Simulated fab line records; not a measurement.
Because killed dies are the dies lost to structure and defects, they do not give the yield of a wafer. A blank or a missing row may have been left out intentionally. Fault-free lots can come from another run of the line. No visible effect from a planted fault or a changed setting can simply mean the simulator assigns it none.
Chamber matching || flow n5-finfet || N5_ILD0_CMP_07 on cmp-01: 4 sister chambers
The step polishes SiO2 flowable, stops on poly-Si, t overpolish 1.18 s, target thk 138.88 nm. 4 wafers are shown with their chamber, then 12 later ones without.

== WAFERS WITH THEIR CHAMBER ==
{"wafer": "L088.5", "chamber": 2, "platen-rpm (rpm)": 51.74}
{"wafer": "L089.1", "chamber": 3, "platen-rpm (rpm)": 51.84}
{"wafer": "L089.3", "chamber": 1, "platen-rpm (rpm)": 51.86}
{"wafer": "L089.6", "chamber": 0, "platen-rpm (rpm)": 51.78}

== WAFERS MISSING THEIR CHAMBER ==
{"wafer": "L090.3", "platen-rpm (rpm)": 51.81}
{"wafer": "L090.4", "platen-rpm (rpm)": 51.78}
{"wafer": "L090.6", "platen-rpm (rpm)": 51.77}
{"wafer": "L091.1", "platen-rpm (rpm)": 51.80}
{"wafer": "L091.2", "platen-rpm (rpm)": 51.78}
{"wafer": "L091.6", "platen-rpm (rpm)": 51.79}
{"wafer": "L092.1", "platen-rpm (rpm)": 51.72}
{"wafer": "L092.2", "platen-rpm (rpm)": 51.80}
{"wafer": "L092.3", "platen-rpm (rpm)": 51.81}
{"wafer": "L095.1", "platen-rpm (rpm)": 51.80}
{"wafer": "L095.4", "platen-rpm (rpm)": 51.83}
{"wafer": "L095.5", "platen-rpm (rpm)": 51.72}

== EACH ONE'S CHAMBER ==
{"wafer": "L090.3", "from the rows above": "can't be placed: 0 or 3 or 1", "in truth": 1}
{"wafer": "L090.4", "from the rows above": 0, "in truth": 0}
{"wafer": "L090.6", "from the rows above": "can't be placed: 0 or 2", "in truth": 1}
{"wafer": "L091.1", "from the rows above": "can't be placed: 0 or 3", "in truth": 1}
{"wafer": "L091.2", "from the rows above": 0, "in truth": 0}
{"wafer": "L091.6", "from the rows above": 0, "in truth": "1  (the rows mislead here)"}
{"wafer": "L092.1", "from the rows above": 2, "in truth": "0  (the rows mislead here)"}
{"wafer": "L092.2", "from the rows above": "can't be placed: 0 or 3", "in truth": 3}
{"wafer": "L092.3", "from the rows above": "can't be placed: 0 or 3 or 1", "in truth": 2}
{"wafer": "L095.1", "from the rows above": "can't be placed: 0 or 3", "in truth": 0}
{"wafer": "L095.4", "from the rows above": "can't be placed: 3 or 1", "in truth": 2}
{"wafer": "L095.5", "from the rows above": 2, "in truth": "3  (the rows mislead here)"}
2 of 12 placed correctly. These rows do not allow placing 7 (true chamber among the candidates in 3). 3 placed wrongly.
How it was worked out, from the rows above alone: a wafer's distance from a chamber is the root of the sum, over the readings, of the square of ((its reading less the chamber's mean) divided by the reading's scatter). The wafer belongs to the nearest chamber; if the next one is less than 2 further off, it can't be placed. The mean given for a chamber averages the wafers shown for that chamber. The scatter: root of mean squared gap, hidden wafer to nearest shown wafer, with one shown wafer a chamber.
